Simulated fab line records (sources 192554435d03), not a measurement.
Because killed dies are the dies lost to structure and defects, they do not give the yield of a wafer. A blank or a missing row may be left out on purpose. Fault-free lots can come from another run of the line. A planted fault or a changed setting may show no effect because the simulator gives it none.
fab line records	flow n5-finfet	part 1 of 2: steps 1 to 17 of 27
record: lots: 5	wafers: 15	last-day: 18
route steps=1938 shown BEOL_M8@1362
lots untouched by any fault: they come from a run of this same line in which no faults occurred
start-h: hours from the record's first day to the start of the lot's first wafer shown	wait-h: time in hours since the lot's previous step	" same as the row above	L1.1+2: one row covering several wafers at once	- no value present, or no start provided	* or withheld: withheld	< > ~ a bound
route shown NAME@n: a module of which the file shows steps, and the number in the route of the first	usual: mean and standard deviation over wafers with no fault	same: alike in all rows	chamber/n: place in a boat	sites: the reading at each site	_std_site: how widely they spread, as a standard deviation	_edge_site: outer sites' mean less inner sites'	radius-mm: how far each site lies from the wafer's centre	mask NAME#n: copy n	behind: the most recent tool/chamber to have shaped the wafer	hold: cause of the lot's hold/its duration in hours/its outcome	device: the transistor (n, p or np) that didn't switch	end of line: the route-end tests of the same wafers	for a step that has no rows: nothing shown but its recipe	killed: not the wafer's yield, but the dies lost to structure and defects at the first sort	map: a wafer's dies, x killed, . not, _ none there
set.NAME: the setting the step ran with; set.NAME@STEP: the setting that earlier step ran with	model.NAME: the simulator's own value behind a step, which no gauge read
lots at some steps of the route; a table a step, a row a wafer
services: from which hour (start-h, from the record's first day; less than 0 if before it) a tool's chamber was out of use, for how many hours, and why
== steps ==
step: N5_BEOL_M8_EXPOSE_25
recipe: mask-id: V7	na: 0.33	source-shape: annular	sigma-inner: 0.4	sigma-outer: 0.8	polarization: unpolarized	target-cd-nm: 40	dose-mj: 42.5
usual: exposure-dose-mJ-cm2: 42.49/0.04
lot.wafer	tool	chamber	start-h	wait-h	mask	exposure-dose-mJ-cm2
L076.4	euv-scanner-01	0	210.81	-	V7#0	42.48
L076.5	"	0	"	"	V7#0	42.51
L076.6	"	0	"	"	V7#0	42.52
L077.1	euv-scanner-02	0	210.96	-	V7#0	42.49
L077.2	"	0	"	"	V7#0	42.45
L077.6	"	0	"	"	V7#0	42.52
L090.1	euv-scanner-02	0	302.37	-	V7#0	42.43
L090.2	"	0	"	"	V7#0	42.48
L090.3	"	0	"	"	V7#0	42.47
L094.1	euv-scanner-01	0	319.82	-	V7#0	42.50
L094.5	"	0	"	"	V7#0	42.48
L094.6	"	0	"	"	V7#0	42.46
L096.2	euv-scanner-01	0	348.98	-	V7#0	42.49
L096.4	"	0	"	"	V7#0	42.53
L096.6	"	0	"	"	V7#0	42.45
step: N5_BEOL_M8_PEB_26
recipe: peb-temp-c: 100	peb-time-s: 60	resist: CAR-EUV
usual: plate-temp-C: 100.00/0.14
lot.wafer	tool	chamber	start-h	wait-h	plate-temp-C
L076.4	litho-track-02	0	210.86	0.0	99.84
L076.5	"	0	"	"	99.85
L076.6	"	0	"	"	100.01
L077.1	litho-track-04	0	211.03	0.1	100.10
L077.2	"	0	"	"	100.22
L077.6	"	0	"	"	100.09
L090.1	litho-track-04	0	302.44	0.1	99.88
L090.2	"	0	"	"	100.11
L090.3	"	0	"	"	99.81
L094.1	litho-track-05	0	319.88	0.1	100.07
L094.5	"	0	"	"	100.06
L094.6	"	0	"	"	99.99
L096.2	litho-track-04	0	349.04	0.1	99.84
L096.4	"	0	"	"	100.03
L096.6	"	0	"	"	100.06
step: N5_BEOL_M8_DEVELOP_27
recipe: develop-time-s: 30	developer: TMAH	resist: CAR-EUV	rinse-liquid: surfactant-rinse	dry: air-spin	dev-temp-c: 23
lot.wafer	tool	chamber	start-h	wait-h
L076.4+5+6	litho-track-02	0	-	-
L077.1+2+6	litho-track-04	0	-	-
L090.1+2+3	litho-track-04	0	-	-
L094.1+5+6	litho-track-05	0	-	-
L096.2+4+6	litho-track-04	0	-	-
step: N5_BEOL_M8_CD_MEAS_28
recipe: target-cd-nm: 40	landing-energy-ev: 500	detector: se-inlens
usual: cd-nm: 39.88/0.27
lot.wafer	tool	chamber	start-h	wait-h	cd-nm
L076.4	cd-sem-03	0	210.93	-	39.79
L076.5	"	0	"	"	40.11
L076.6	"	0	"	"	39.88
L077.1	cd-sem-01	0	211.09	-	39.76
L077.2	"	0	"	"	39.53
L077.6	"	0	"	"	39.77
L090.1	cd-sem-03	0	302.50	-	39.50
L090.2	"	0	"	"	39.53
L090.3	"	0	"	"	39.51
L094.1	cd-sem-01	0	319.95	-	40.05
L094.5	"	0	"	"	39.76
L094.6	"	0	"	"	39.81
L096.2	cd-sem-01	0	349.11	-	39.48
L096.4	"	0	"	"	39.69
L096.6	"	0	"	"	39.77
step: N5_BEOL_M8_OVL_MEAS_29
recipe: points-per-wafer: 522
usual: V7_OVL: 0.1/0.65
lot.wafer	tool	chamber	start-h	wait-h	V7_OVL[nm]
L076.4	overlay-01	0	210.97	0.0	0.5
L076.5	"	0	"	"	0.0
L076.6	"	0	"	"	1.0
L077.1	overlay-02	0	211.12	0.0	0.5
L077.2	"	0	"	"	0.9
L077.6	"	0	"	"	0.5
L090.1	overlay-01	0	302.53	0.0	0.7
L090.2	"	0	"	"	0.4
L090.3	"	0	"	"	0.8
L094.1	overlay-02	0	319.98	0.0	0.1
L094.5	"	0	"	"	-0.8
L094.6	"	0	"	"	-1.0
L096.2	overlay-02	0	349.14	0.0	0.5
L096.4	"	0	"	"	0.0
L096.6	"	0	"	"	-0.6
step: N5_BEOL_M8_INSPECT_30
recipe: mode: adi	inspect-instrument: brightfield
usual: raw-defect-count: 411/94
lot.wafer	tool	chamber	start-h	wait-h	raw-defect-count
L076.4	defect-inspect-02	-	211.01	0.0	432
L076.5	"	-	"	"	455
L076.6	"	-	"	"	637
L077.1	defect-inspect-01	-	211.18	0.1	261
L077.2	"	-	"	"	328
L077.6	"	-	"	"	299
L090.1	defect-inspect-02	-	302.74	0.2	325
L090.2	"	-	"	"	397
L090.3	"	-	"	"	352
L094.1	defect-inspect-02	-	320.04	0.1	323
L094.5	"	-	"	"	403
L094.6	"	-	"	"	409
L096.2	defect-inspect-02	-	349.20	0.0	479
L096.4	"	-	"	"	483
L096.6	"	-	"	"	492
step: N5_BEOL_M8_DESCUM_33
recipe: chemistry: O2	time-s: 7	source-power-w: 50	bias-power-w: 20	pressure-mtorr: 20	rf-frequency-hz: 2.712e+07	temp-c: 40	resist: CAR-EUV	o2-flow-sccm: 225
usual: drypump-motor-current-A: 5.6/0.43	oes-product-au: 0.81/0.072	rf-vpp-V: 243.3/1.1	showerhead-plenum-p-Torr: 2.10/0.06	temp-c: 39.97/0.1	throttle-valve-pct: 20.20/0.22
lot.wafer	tool	chamber	start-h	wait-h	drypump-motor-current-A	oes-product-au	rf-hours-counter-h	rf-vpp-V	showerhead-plenum-p-Torr	temp-c	throttle-valve-pct
L076.4	rie-diel-02	2	211.12	0.1	6.2	0.85	36	241.8	2.05	40.08	19.96
L076.5	"	0	"	"	6.2	0.89	-	243.3	2.01	40.08	20.36
L076.6	"	3	"	"	6.1	0.72	-	241.6	2.06	40.03	20.54
L077.1	rie-diel-01	3	211.33	0.1	4.8	0.76	106	243.3	2.07	39.92	19.77
L077.2	"	1	"	"	5.6	0.91	21	242.5	2.15	40.01	19.99
L077.6	"	1	"	"	5.6	0.91	-	242.6	2.15	39.96	19.99
L090.1	rie-diel-04	2	302.78	0.0	4.9	0.79	92	243.4	2.12	40.07	20.21
L090.2	"	3	"	"	5.6	0.94	20	243.9	2.14	39.93	20.35
L090.3	"	1	"	"	5.2	0.84	59	245.9	2.22	39.92	20.24
L094.1	rie-diel-02	1	320.23	0.2	5.4	0.76	124	241.7	2.02	40.20	20.03
L094.5	"	2	"	"	6.1	0.80	-	242.8	2.04	40.02	19.99
L094.6	"	3	"	"	6.1	0.69	-	242.0	2.05	39.98	20.59
L096.2	rie-diel-01	3	349.24	0.0	4.8	0.72	158	243.7	2.05	39.96	19.84
L096.4	"	1	"	"	5.5	0.83	66	243.3	2.14	39.94	20.03
L096.6	"	1	"	"	5.5	0.82	-	243.2	2.14	39.89	20.07
step: N5_BEOL_M8_ETCH_72
recipe: chemistry: N2/H2	target: underlayer	target-depth-a: 65	mask-material: CAR-EUV	time-s: 5.2	ion-energy-ev: 200	pressure-mtorr: 30	source-w: 840	bias-w: 150	n2-flow-sccm: 200	h2-flow-sccm: 200	ends: cleared
usual: drypump-motor-current-A: 5.6/0.43	etch-rf-on-time-s: 5.20/0.17	oes-product-au: 0.69/0.067	rf-vpp-V: 524.4/2.2	showerhead-plenum-p-Torr: 2.55/0.073	throttle-valve-pct: 17.66/0.17
lot.wafer	tool	chamber	start-h	wait-h	drypump-motor-current-A	etch-rf-on-time-s	oes-product-au	rf-hours-counter-h	rf-vpp-V	showerhead-plenum-p-Torr	throttle-valve-pct
L076.4	rie-diel-02	2	211.16	0.0	6.2	5.32	0.73	36	524.1	2.49	17.39
L076.5	"	0	"	"	6.2	4.95	0.79	-	522.5	2.47	17.87
L076.6	"	3	"	"	6.1	5.33	0.60	-	524.6	2.49	17.91
L077.1	rie-diel-01	3	211.36	0.0	4.8	5.15	0.65	106	522.7	2.56	17.60
L077.2	"	1	"	"	5.5	5.17	0.77	21	524.7	2.59	17.33
L077.6	"	1	"	"	5.5	5.10	0.78	-	527.2	2.58	17.32
L090.1	rie-diel-04	2	302.81	0.0	5.0	5.20	0.68	92	524.9	2.58	17.81
L090.2	"	3	"	"	5.6	4.78	0.82	20	523.9	2.60	17.71
L090.3	"	1	"	"	5.2	5.20	0.72	59	528.2	2.72	17.77
L094.1	rie-diel-02	1	320.27	0.0	5.4	5.15	0.66	124	522.4	2.45	17.57
L094.5	"	2	"	"	6.2	5.50	0.66	-	521.5	2.48	17.43
L094.6	"	3	"	"	6.1	5.39	0.57	-	525.0	2.48	17.98
L096.2	rie-diel-01	3	349.27	0.0	4.8	5.31	0.62	158	523.6	2.54	17.67
L096.4	"	1	"	"	5.5	5.28	0.70	66	525.2	2.56	17.37
L096.6	"	1	"	"	5.5	5.28	0.69	-	524.0	2.56	17.40
step: N5_BEOL_M8_ETCH_65
recipe: chemistry: CF4	target: SiARC	target-depth-a: 156	mask-material: CAR-EUV	time-s: 26	ion-energy-ev: 80	pressure-mtorr: 40	source-w: 545	bias-w: 36	Ar_flow_sccm: 100	cf4-flow-sccm: 100	ends: cleared
usual: drypump-motor-current-A: 5.6/0.43	etch-rf-on-time-s: 26.1/0.94	oes-product-au: 0.69/0.066	rf-vpp-V: 184.0/1.1	showerhead-plenum-p-Torr: 2.15/0.055	throttle-valve-pct: 15.42/0.24
lot.wafer	tool	chamber	start-h	wait-h	drypump-motor-current-A	etch-rf-on-time-s	oes-product-au	rf-hours-counter-h	rf-vpp-V	showerhead-plenum-p-Torr	throttle-valve-pct
L076.4	rie-diel-02	2	211.18	0.0	6.2	26.6	0.72	36	183.1	2.11	15.17
L076.5	"	0	"	"	6.2	24.6	0.78	-	184.5	2.09	15.73
L076.6	"	3	"	"	6.1	26.9	0.59	-	183.0	2.12	15.80
L077.1	rie-diel-01	3	211.38	0.0	4.8	25.5	0.66	106	183.2	2.15	15.18
L077.2	"	1	"	"	5.5	26.5	0.76	21	183.5	2.18	15.08
L077.6	"	1	"	"	5.5	26.5	0.76	-	183.2	2.18	15.06
L090.1	rie-diel-04	2	302.83	0.0	4.9	26.2	0.68	92	184.6	2.15	15.26
L090.2	"	3	"	"	5.6	23.8	0.82	20	183.5	2.20	15.47
L090.3	"	1	"	"	5.2	26.0	0.72	59	185.4	2.27	15.47
L094.1	rie-diel-02	1	320.29	0.0	5.4	26.2	0.65	124	182.6	2.05	15.20
L094.5	"	2	"	"	6.2	28.1	0.67	-	183.6	2.10	15.24
L094.6	"	3	"	"	6.1	27.6	0.56	-	184.2	2.10	15.88
L096.2	rie-diel-01	3	349.29	0.0	4.8	26.3	0.62	158	184.4	2.13	15.27
L096.4	"	1	"	"	5.6	27.2	0.68	66	185.3	2.17	15.14
L096.6	"	1	"	"	5.5	27.2	0.69	-	184.1	2.17	15.15
step: N5_BEOL_M8_ETCH_66
recipe: chemistry: N2/H2	target: SOC	target-depth-a: 800	overetch-a: 160	mask-material: SiARC	temp-c: 40	time-s: 120	ion-energy-ev: 200	pressure-mtorr: 30	source-w: 840	bias-w: 150	n2-flow-sccm: 200	h2-flow-sccm: 200
usual: drypump-motor-current-A: 5.6/0.43	oes-product-au: 0.62/0.051	rf-vpp-V: 524.1/2	showerhead-plenum-p-Torr: 2.55/0.073	temp-c: 39.99/0.11	throttle-valve-pct: 17.62/0.17
lot.wafer	tool	chamber	start-h	wait-h	drypump-motor-current-A	oes-product-au	rf-hours-counter-h	rf-vpp-V	showerhead-plenum-p-Torr	temp-c	throttle-valve-pct
L076.4	rie-diel-02	2	211.20	0.0	6.2	0.67	36	522.3	2.49	39.87	17.34
L076.5	"	0	"	"	6.2	0.68	-	523.0	2.47	40.03	17.82
L076.6	"	3	"	"	6.1	0.54	-	522.1	2.49	39.97	17.89
L077.1	rie-diel-01	3	211.41	0.0	4.8	0.60	106	524.4	2.56	39.91	17.52
L077.2	"	1	"	"	5.6	0.68	21	526.6	2.58	39.93	17.27
L077.6	"	1	"	"	5.5	0.69	-	525.7	2.58	40.08	17.29
L090.1	rie-diel-04	2	302.86	0.0	5.0	0.61	92	523.7	2.58	39.82	17.78
L090.2	"	3	"	"	5.6	0.69	21	526.1	2.60	39.88	17.65
L090.3	"	1	"	"	5.2	0.64	59	527.6	2.72	39.90	17.73
L094.1	rie-diel-02	1	320.31	0.0	5.4	0.59	124	520.7	2.45	40.11	17.54
L094.5	"	2	"	"	6.2	0.63	-	521.7	2.48	40.00	17.40
L094.6	"	3	"	"	6.1	0.52	-	524.1	2.48	39.95	17.95
L096.2	rie-diel-01	3	349.32	0.0	4.8	0.56	158	523.7	2.54	40.01	17.63
L096.4	"	1	"	"	5.5	0.63	66	526.1	2.56	39.98	17.38
L096.6	"	1	"	"	5.5	0.62	-	525.6	2.57	39.98	17.34
step: N5_BEOL_M8_STRIP_69
recipe: chemistry: N2/H2	temp-c: 40	n2-flow-sccm: 200	h2-flow-sccm: 200	rf-frequency-hz: 6e+07
lot.wafer	tool	chamber	start-h	wait-h
L076.4+5+6	rie-diel-02	2,0,3	211.28	0.0
L077.1+2+6	rie-diel-01	3,1,1	211.49	0.0
L090.1+2+3	rie-diel-04	2,3,1	302.94	0.0
L094.1+5+6	rie-diel-02	1,2,3	320.39	0.0
L096.2+4+6	rie-diel-01	3,1,1	349.40	0.0
step: N5_BEOL_M8_STRIP_73
recipe: chemistry: N2/H2	temp-c: 40	n2-flow-sccm: 200	h2-flow-sccm: 200	rf-frequency-hz: 6e+07
lot.wafer	tool	chamber	start-h	wait-h
L076.4+5+6	rie-diel-02	2,0,3	211.29	0.0
L077.1+2+6	rie-diel-01	3,1,1	211.50	0.0
L090.1+2+3	rie-diel-04	2,3,1	302.95	0.0
L094.1+5+6	rie-diel-02	1,2,3	320.40	0.0
L096.2+4+6	rie-diel-01	3,1,1	349.41	0.0
step: N5_BEOL_M8_VIA_ETCH_34
recipe: chemistry: C4F6/O2	target: SiCOH_lowk	target-depth-a: 1255	mask-material: SOC	taper-deg: 4	time-s: 50.5	ion-energy-ev: 250	pressure-mtorr: 30	source-w: 345	bias-w: 185	Ar_flow_sccm: 300	C4F6_flow_sccm: 10	O2_flow_sccm: 10
usual: drypump-motor-current-A: 5.6/0.43	oes-product-au: 0.81/0.075	rf-vpp-V: 676/24	showerhead-plenum-p-Torr: 2.86/0.08	throttle-valve-pct: 20.72/0.26
lot.wafer	tool	chamber	start-h	wait-h	drypump-motor-current-A	oes-product-au	rf-hours-counter-h	rf-vpp-V	showerhead-plenum-p-Torr	throttle-valve-pct
L076.4	rie-diel-02	2	211.30	0.0	6.2	0.86	36	703	2.79	20.43
L076.5	"	0	"	"	6.2	0.91	-	667	2.77	20.97
L076.6	"	3	"	"	6.1	0.71	-	672	2.84	21.22
L077.1	rie-diel-01	3	211.51	0.0	4.8	0.78	106	637	2.86	20.47
L077.2	"	1	"	"	5.5	0.91	21	712	2.91	20.38
L077.6	"	1	"	"	5.5	0.90	-	709	2.91	20.39
L090.1	rie-diel-04	2	302.96	0.0	5.0	0.80	92	683	2.88	20.64
L090.2	"	3	"	"	5.6	0.95	21	644	2.94	21.00
L090.3	"	1	"	"	5.2	0.84	59	655	3.02	20.74
L094.1	rie-diel-02	1	320.41	0.0	5.4	0.76	125	667	2.72	20.36
L094.5	"	2	"	"	6.2	0.79	-	703	2.78	20.47
L094.6	"	3	"	"	6.1	0.67	-	673	2.83	21.28
L096.2	rie-diel-01	3	349.42	0.0	4.8	0.71	158	636	2.84	20.56
L096.4	"	1	"	"	5.6	0.80	66	710	2.89	20.44
L096.6	"	1	"	"	5.5	0.81	-	711	2.89	20.43
step: N5_BEOL_M8_STRIP_76
recipe: chemistry: C4F6/O2	resist: SiARC	rf-frequency-hz: 6e+07
lot.wafer	tool	chamber	start-h	wait-h
L076.4+5+6	rie-diel-02	2,0,3	211.35	0.0
L077.1+2+6	rie-diel-01	3,1,1	211.55	0.0
L090.1+2+3	rie-diel-04	2,3,1	303.00	0.0
L094.1+5+6	rie-diel-02	1,2,3	320.46	0.0
L096.2+4+6	rie-diel-01	3,1,1	349.46	0.0
step: N5_BEOL_M8_STRIP_36
recipe: chemistry: N2/H2	power-w: 450	temp-c: 40	pressure-mtorr: 20	rf-frequency-hz: 6e+07	overash-fraction: 0.3	bias-power-w: 7	h2-frac: 0.5	n2-flow-sccm: 200	h2-flow-sccm: 200
usual: drypump-motor-current-A: 5.6/0.43	oes-product-au: 0.81/0.073	rf-vpp-V: 59.1/1.4	showerhead-plenum-p-Torr: 2.55/0.073	temp-c: 39.98/0.12	throttle-valve-pct: 23.44/0.18
lot.wafer	tool	chamber	start-h	wait-h	drypump-motor-current-A	oes-product-au	rf-hours-counter-h	rf-vpp-V	showerhead-plenum-p-Torr	temp-c	throttle-valve-pct
L076.4	rie-diel-02	2	211.36	0.0	6.2	0.85	36	59.5	2.49	40.20	23.22
L076.5	"	0	"	"	6.2	0.91	-	58.9	2.46	39.94	23.56
L076.6	"	3	"	"	6.1	0.71	-	58.2	2.49	40.05	23.55
L077.1	rie-diel-01	3	211.56	0.0	4.8	0.75	106	56.7	2.56	39.97	23.53
L077.2	"	1	"	"	5.5	0.91	21	55.6	2.58	39.95	23.14
L077.6	"	1	"	"	5.5	0.90	-	61.2	2.58	39.92	23.13
L090.1	rie-diel-04	2	303.01	0.0	5.0	0.80	92	57.5	2.57	39.89	23.88
L090.2	"	3	"	"	5.6	0.93	21	58.4	2.59	39.97	23.54
L090.3	"	1	"	"	5.2	0.85	59	57.4	2.71	39.94	23.47
L094.1	rie-diel-02	1	320.47	0.0	5.4	0.77	125	58.8	2.44	40.09	23.41
L094.5	"	2	"	"	6.2	0.80	-	61.0	2.47	40.13	23.24
L094.6	"	3	"	"	6.1	0.68	-	60.2	2.47	39.98	23.60
L096.2	rie-diel-01	3	349.47	0.0	4.8	0.70	158	59.5	2.54	40.04	23.56
L096.4	"	1	"	"	5.5	0.82	66	61.8	2.56	39.97	23.18
L096.6	"	1	"	"	5.6	0.81	-	58.1	2.56	40.04	23.23
step: N5_BEOL_M8_TRENCH_ETCH_37
recipe: chemistry: C4F6/O2	target-depth-a: 934.78	target: SiCOH_lowk	time-s: 31.2	ion-energy-ev: 250	pressure-mtorr: 30	source-w: 345	bias-w: 185	Ar_flow_sccm: 300	C4F6_flow_sccm: 10	O2_flow_sccm: 10
usual: drypump-motor-current-A: 5.6/0.43	oes-product-au: 0.81/0.076	rf-vpp-V: 676/24	showerhead-plenum-p-Torr: 2.86/0.08	throttle-valve-pct: 20.75/0.26
lot.wafer	tool	chamber	start-h	wait-h	drypump-motor-current-A	oes-product-au	rf-hours-counter-h	rf-vpp-V	showerhead-plenum-p-Torr	throttle-valve-pct
L076.4	rie-diel-02	2	-	-	6.2	0.86	36	702	2.79	20.45
L076.5	"	0	"	"	6.2	0.92	-	667	2.77	20.99
L076.6	"	3	"	"	6.1	0.70	-	673	2.84	21.26
L077.1	rie-diel-01	3	-	-	4.8	0.77	106	638	2.86	20.50
L077.2	"	1	"	"	5.5	0.90	21	709	2.91	20.40
L077.6	"	1	"	"	5.5	0.90	-	711	2.91	20.39
L090.1	rie-diel-04	2	-	-	4.9	0.79	92	687	2.88	20.71
L090.2	"	3	"	"	5.6	0.95	21	645	2.94	21.04
L090.3	"	1	"	"	5.1	0.85	59	656	3.02	20.78
L094.1	rie-diel-02	1	-	-	5.4	0.76	125	666	2.72	20.37
L094.5	"	2	"	"	6.2	0.80	-	704	2.78	20.49
L094.6	"	3	"	"	6.1	0.67	-	673	2.83	21.33
L096.2	rie-diel-01	3	-	-	4.8	0.71	158	636	2.84	20.59
L096.4	"	1	"	"	5.5	0.80	66	709	2.89	20.47
L096.6	"	1	"	"	5.6	0.81	-	712	2.89	20.47
step: N5_BEOL_M8_ETCH_41
recipe: chemistry: CH3F/O2	target: SiCN	target-depth-a: 319	taper-deg: 2	time-s: 57.8	ion-energy-ev: 120	mask-material: TiN	pressure-mtorr: 30	source-w: 395	bias-w: 75	Ar_flow_sccm: 150	CH3F_flow_sccm: 30	O2_flow_sccm: 20
usual: drypump-motor-current-A: 5.6/0.43	oes-product-au: 0.81/0.075	rf-vpp-V: 297.4/1.4	showerhead-plenum-p-Torr: 2.01/0.058	throttle-valve-pct: 16.14/0.24
lot.wafer	tool	chamber	start-h	wait-h	drypump-motor-current-A	oes-product-au	rf-hours-counter-h	rf-vpp-V	showerhead-plenum-p-Torr	throttle-valve-pct
L076.4	rie-diel-02	2	-	-	6.2	0.86	36	294.2	1.96	15.84
L076.5	"	0	"	"	6.2	0.91	-	297.0	1.94	16.37
L076.6	"	3	"	"	6.1	0.71	-	296.5	1.99	16.62
L077.1	rie-diel-01	3	-	-	4.8	0.76	106	297.0	2.01	15.88
L077.2	"	1	"	"	5.5	0.90	21	299.5	2.05	15.79
L077.6	"	1	"	"	5.5	0.90	-	297.2	2.05	15.80
L090.1	rie-diel-04	2	-	-	5.0	0.80	92	296.5	2.02	16.05
L090.2	"	3	"	"	5.6	0.94	21	297.2	2.07	16.29
L090.3	"	1	"	"	5.1	0.84	59	299.1	2.13	16.18
L094.1	rie-diel-02	1	-	-	5.4	0.76	125	295.8	1.91	15.86
L094.5	"	2	"	"	6.1	0.80	-	296.4	1.95	15.91
L094.6	"	3	"	"	6.1	0.67	-	296.2	1.98	16.69
L096.2	rie-diel-01	3	-	-	4.8	0.72	158	296.7	1.99	15.97
L096.4	"	1	"	"	5.5	0.81	66	297.9	2.03	15.90
L096.6	"	1	"	"	5.5	0.82	-	299.0	2.03	15.89
